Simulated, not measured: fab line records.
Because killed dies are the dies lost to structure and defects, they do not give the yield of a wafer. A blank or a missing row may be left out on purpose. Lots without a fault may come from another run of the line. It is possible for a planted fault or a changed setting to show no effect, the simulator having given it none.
fab line records	flow nand_harc
[record] lots = 14	wafers = 42	last_day = 31
route steps=1302 shown A_M0@1158 A_M1@1176
lots with no fault: from the same line, run without faults
start_h: the number of hours between the record's first day and the start of the first shown wafer of the lot	wait_h: hours from the lot's prior step to this one	" the same as in the row above	L1.1+2: a row that stands for several wafers	- value missing, or start not given	* or withheld: withheld	< > ~ a bound
route shown NAME@n: a module of which the file shows steps, and the number in the route of the first	usual: mean/standard deviation of fault-free wafers	same: alike in all rows	chamber/n: place in a boat	sites: the reading at each site	_std_site: how widely they spread, as a standard deviation	_edge_site: mean of outer sites minus mean of inner sites	radius_mm: how far each site lies from the wafer's centre	mask NAME#n: copy n	behind: the most recent tool/chamber to have shaped the wafer	hold: reason for holding the lot/hours on hold/outcome of the hold	device: whichever transistor did not switch (one of n, p or np)	end of line: tests of these same wafers at the route's end	a step given without rows: its recipe and nothing more	killed: dies lost to structure and defects at the first sort, not the wafer's yield	map: dies across one wafer; x = killed, . = not, _ = none there
set.NAME: the setting as run; set.NAME@STEP: as run at that earlier step	model.NAME: the simulator's own value behind a step, which no gauge read
route steps across a sampled set of lots; one table per step, one row per wafer
services: when a tool's chamber went out of use (start_h, in hours from the record's first day, below 0 if earlier), for how many hours, and the reason
[[steps]]
[step NHARC_A_M0_PVD_20]
[recipe] target_thk_a = 50	bias_v = 168.6	power_w = 15000	chamber_pressure_pa = 0.12	time_s = 8.06	substrate_temp_c = 50	material = TaN
[usual] cathode_dc_power_W = 15000/2.5	throttle_valve_pct = 29.8/1.4
lot.wafer	tool	chamber	start_h	wait_h	cathode_dc_power_W	throttle_valve_pct
L360.1	pvd_sputter-02	-	-	-	14999	27.2
L360.5	"	-	"	"	15006	27.6
L360.6	"	-	"	"	15001	27.1
L363.1	pvd_sputter-01	-	-	-	15003	31.0
L363.2	"	-	"	"	15002	30.2
L363.6	"	-	"	"	15005	30.9
L364.2	pvd_sputter-03	-	-	-	14995	30.8
L364.4	"	-	"	"	15003	28.9
L364.5	"	-	"	"	14995	30.9
L365.3	pvd_sputter-03	-	-	-	15001	30.5
L365.6	"	-	"	"	15003	30.7
L365.5	"	-	"	"	14999	31.8
L366.1	pvd_sputter-02	-	-	-	15001	30.4
L366.4	"	-	"	"	15000	27.8
L366.5	"	-	"	"	14997	30.6
L368.3	pvd_sputter-02	-	-	-	15000	27.2
L368.1	"	-	"	"	14999	30.3
L368.6	"	-	"	"	15001	27.5
L367.3	pvd_sputter-02	-	-	-	15001	30.3
L367.4	"	-	"	"	15000	27.6
L367.5	"	-	"	"	15005	27.5
L371.3	pvd_sputter-03	-	-	-	14998	30.7
L371.6	"	-	"	"	14993	32.1
L371.5	"	-	"	"	15004	30.7
L369.4	pvd_sputter-03	-	-	-	15000	28.7
L369.1	"	-	"	"	14996	31.8
L369.5	"	-	"	"	15001	31.0
L370.4	pvd_sputter-01	-	-	-	15003	29.6
L370.3	"	-	"	"	15003	29.5
L370.6	"	-	"	"	14999	31.5
L372.4	pvd_sputter-03	-	-	-	15004	31.9
L372.2	"	-	"	"	14999	28.9
L372.5	"	-	"	"	15001	31.9
L373.2	pvd_sputter-02	-	-	-	14999	30.5
L373.6	"	-	"	"	15000	30.4
L373.5	"	-	"	"	15000	28.6
L382.2	pvd_sputter-02	-	-	-	14999	30.4
L382.3	"	-	"	"	15001	30.2
L382.5	"	-	"	"	15002	28.5
L381.3	pvd_sputter-03	-	-	-	15005	30.6
L381.6	"	-	"	"	15001	31.8
L381.5	"	-	"	"	14998	30.3
[step NHARC_A_M0_CMP_23]
[recipe] t_overpolish_s = 20	target_thk_nm = 113.75
[usual] motor_current_A = 12.1/1.4	pad_life_wafers = 198/140	time_to_endpoint_s = 28.0/2.1
lot.wafer	tool	chamber	start_h	wait_h	motor_current_A	pad_life_wafers	time_to_endpoint_s
L360.1	cmp-01	1	527.07	-	13.3	140	28.4
L360.5	"	3	"	"	12.7	-	29.1
L360.6	"	0	"	"	12.6	-	29.2
L363.2	cmp-02	2	544.36	-	12.1	48	27.3
L363.1	"	0	"	"	9.0	50	30.9
L363.6	"	3	"	"	12.3	-	26.9
L364.4	cmp-02	2	550.64	-	12.4	91	26.7
L364.2	"	0	"	"	8.9	93	28.2
L364.5	"	2	"	"	12.0	-	27.6
L365.3	cmp-02	1	591.05	-	11.9	284	32.0
L365.5	"	3	"	"	12.5	-	28.3
L365.6	"	0	"	"	9.0	-	29.4
L366.1	cmp-02	1	592.85	-	12.2	288	30.3
L366.4	"	2	"	"	12.6	289	29.0
L366.5	"	2	"	"	11.8	-	29.4
L368.3	cmp-01	0	600.40	-	12.3	62	24.6
L368.1	"	1	"	"	13.9	63	25.5
L368.6	"	3	"	"	11.9	-	26.1
L367.3	cmp-02	1	601.70	-	12.0	348	27.2
L367.4	"	2	"	"	11.8	349	25.7
L367.5	"	1	"	"	12.2	-	27.1
L371.3	cmp-01	1	636.52	-	13.0	218	27.8
L371.5	"	3	"	"	11.9	-	27.2
L371.6	"	0	"	"	13.0	-	24.8
L369.4	cmp-01	2	638.40	-	12.3	234	28.6
L369.1	"	0	"	"	12.3	236	28.7
L369.5	"	2	"	"	12.2	-	29.7
L370.3	cmp-02	1	639.90	-	12.0	73	25.9
L370.4	"	2	"	"	12.7	74	24.7
L370.6	"	0	"	"	9.1	-	27.3
L372.2	cmp-02	2	642.98	-	12.5	96	23.8
L372.4	"	3	"	"	11.7	97	28.4
L372.5	"	3	"	"	12.0	-	30.3
L373.2	cmp-01	1	661.09	-	13.1	366	27.3
L373.5	"	1	"	"	13.9	-	27.8
L373.6	"	2	"	"	12.4	-	29.2
L382.3	cmp-03	2	738.39	-	11.6	284	25.7
L382.2	"	3	"	"	14.4	285	29.4
L382.5	"	0	"	"	12.4	-	25.0
L381.3	cmp-03	0	739.69	-	12.7	289	26.5
L381.5	"	3	"	"	15.8	-	29.4
L381.6	"	0	"	"	12.5	-	29.4
[step NHARC_A_M0_PRE_CLEAN_31]
[recipe] time_s = 12	temp_c = 370	rf_power_w = 300	gas = NH3
[usual] heater_power_w = 635/110
lot.wafer	tool	chamber	start_h	wait_h	heater_power_w
L360.1	pecvd-04	2	527.58	0.1	693
L360.5	"	1	"	"	470
L360.6	"	2	"	"	688
L363.1	pecvd-04	0	544.91	0.1	582
L363.2	"	1	"	"	460
L363.6	"	2	"	"	698
L364.2	pecvd-01	1	551.18	0.1	743
L364.4	"	0	"	"	721
L364.5	"	1	"	"	732
L365.3	pecvd-04	2	591.54	0.1	594
L365.6	"	0	"	"	556
L365.5	"	1	"	"	458
L366.1	pecvd-01	2	593.41	0.1	522
L366.4	"	1	"	"	735
L366.5	"	0	"	"	780
L368.3	pecvd-03	1	600.90	0.1	601
L368.1	"	2	"	"	706
L368.6	"	1	"	"	596
L367.3	pecvd-03	0	602.25	0.1	726
L367.5	"	2	"	"	704
L367.4	"	0	"	"	711
L371.3	pecvd-03	2	637.03	0.1	706
L371.5	"	1	"	"	554
L371.6	"	2	"	"	710
L369.1	pecvd-03	1	638.96	0.1	535
L369.5	"	1	"	"	540
L369.4	"	2	"	"	751
L370.3	pecvd-03	1	640.44	0.1	615
L370.6	"	2	"	"	700
L370.4	"	0	"	"	702
L372.2	pecvd-03	0	643.52	0.1	757
L372.4	"	1	"	"	529
L372.5	"	2	"	"	723
L373.2	pecvd-03	0	661.65	0.1	735
L373.6	"	0	"	"	725
L373.5	"	1	"	"	587
L382.2	pecvd-01	2	738.87	0.1	529
L382.3	"	2	"	"	525
L382.5	"	2	"	"	519
L381.3	pecvd-04	0	740.44	0.3	575
L381.6	"	1	"	"	388
L381.5	"	2	"	"	598
[step NHARC_A_M1_EXPOSE_06]
[recipe] na = 1.35	target_cd_nm = 120	dose_mj = 75.13	mask_id = A_M1
[usual] exposure_dose_mJ_cm2 = 75.13/0.062	focus_offset_nm = 0.0/0.52
lot.wafer	tool	chamber	start_h	wait_h	mask	exposure_dose_mJ_cm2	focus_offset_nm
L360.1	arfi_scanner-01	0	528.64	-	A_M1#0	75.22	0.6
L360.5	"	0	"	"	A_M1#0	75.16	0.3
L360.6	"	0	"	"	A_M1#0	75.19	0.8
L363.1	arfi_scanner-03	0	546.80	-	A_M1#0	75.22	-0.3
L363.2	"	0	"	"	A_M1#0	75.04	-0.1
L363.6	"	0	"	"	A_M1#0	75.22	0.2
L364.2	arfi_scanner-03	0	552.34	-	A_M1#0	75.26	-0.1
L364.4	"	0	"	"	A_M1#0	75.25	-1.2
L364.5	"	0	"	"	A_M1#0	75.14	0.5
L365.3	arfi_scanner-02	0	592.81	-	A_M1#0	75.13	0.3
L365.5	"	0	"	"	A_M1#0	75.06	-0.3
L365.6	"	0	"	"	A_M1#0	75.17	-0.2
L366.1	arfi_scanner-02	0	594.46	-	A_M1#0	75.07	0.3
L366.4	"	0	"	"	A_M1#0	75.13	-0.5
L366.5	"	0	"	"	A_M1#0	75.15	0.1
L368.1	arfi_scanner-01	0	602.12	-	A_M1#0	75.15	0.3
L368.3	"	0	"	"	A_M1#0	75.24	0.1
L368.6	"	0	"	"	A_M1#0	75.06	0.4
L367.3	arfi_scanner-01	0	603.30	-	A_M1#0	75.14	-0.1
L367.4	"	0	"	"	A_M1#0	75.03	-0.5
L367.5	"	0	"	"	A_M1#0	75.21	0.1
L371.3	arfi_scanner-02	0	638.17	-	A_M1#0	75.19	0.2
L371.5	"	0	"	"	A_M1#0	75.22	0.6
L371.6	"	0	"	"	A_M1#0	75.05	-0.3
L369.1	arfi_scanner-01	0	640.11	-	A_M1#0	75.12	0.1
L369.4	"	0	"	"	A_M1#0	75.19	0.4
L369.5	"	0	"	"	A_M1#0	75.07	0.2
L370.3	arfi_scanner-03	0	641.60	-	A_M1#0	75.13	1.0
L370.4	"	0	"	"	A_M1#0	75.16	-0.1
L370.6	"	0	"	"	A_M1#0	75.10	-0.7
L372.2	arfi_scanner-02	0	644.69	-	A_M1#0	75.16	0.6
L372.4	"	0	"	"	A_M1#0	75.25	0.3
L372.5	"	0	"	"	A_M1#0	75.25	0.2
L373.2	arfi_scanner-01	0	662.83	-	A_M1#0	75.13	-0.7
L373.5	"	0	"	"	A_M1#0	75.24	-0.6
L373.6	"	0	"	"	A_M1#0	75.21	-0.2
L382.2	arfi_scanner-02	-	740.10	-	A_M1#0	-	-
L382.3	"	-	"	"	A_M1#0	-	-
L382.5	"	-	"	"	A_M1#0	-	-
L381.3	arfi_scanner-01	-	741.59	-	A_M1#0	-	-
L381.5	"	-	"	"	A_M1#0	-	-
L381.6	"	-	"	"	A_M1#0	-	-
[[services]]
tool	chamber	start_h	hours	kind
pecvd-03	2	505.17	1.9	repair
cmp-02	-	526.50	4.0	pm
arfi_scanner-01	-	529.05	4.4	repair
pvd_sputter-03	-	533.59	10.0	pm
cmp-01	-	534.57	1.1	repair
pecvd-03	-	547.00	13.0	pm
pvd_sputter-02	-	556.01	3.3	repair
cmp-01	-	564.83	2.3	repair
cmp-01	-	584.13	4.0	pm
arfi_scanner-01	-	596.00	4.0	pm
arfi_scanner-02	-	600.21	5.4	repair
cmp-02	-	624.50	4.0	pm
pvd_sputter-02	-	638.00	10.0	pm
arfi_scanner-02	-	649.88	1.1	repair
arfi_scanner-02	-	656.00	4.0	pm
cmp-01	-	682.13	4.0	pm
cmp-02	-	689.92	1.0	repair
pecvd-03	1	708.17	8.9	repair
pvd_sputter-03	-	711.59	10.0	pm
arfi_scanner-02	-	715.73	1.2	repair
arfi_scanner-01	-	719.50	11.6	repair
cmp-02	-	722.50	4.0	pm
pecvd-03	-	724.76	0.4	repair
pecvd-03	-	728.00	13.0	pm
[[key]]
[first_sign] step = NHARC_A_M1_EXPOSE_06	reading = tool_record	direction = missing
effect none on later readings
met_at NHARC_A_M1_EXPOSE_06
struck_lots L381,L382
later_rows_left_out L381.3,L381.5,L381.6,L382.2,L382.3,L382.5
sort_left_out L381.3,L381.5,L381.6,L382.2,L382.3,L382.5
not_acting_at NHARC_A_M0_PVD_20,NHARC_A_M0_CMP_23,NHARC_A_M0_PRE_CLEAN_31
onset_between 662.83 740.10
[fault] kind = skipped_step_whole	tool = arfi_scanner-01,arfi_scanner-02	chamber = -	onset_h = 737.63	steps = NHARC_A_M1_EXPOSE_06	scope = struck_lots_only
// sort_left_out: the simulated sort isn't trusted on such a fault, so these wafers' sort isn't shown, and their yield isn't known
// later_rows_left_out: the simulator's readings of these wafers behind a module that went badly wrong aren't trusted and aren't shown, but for the sort
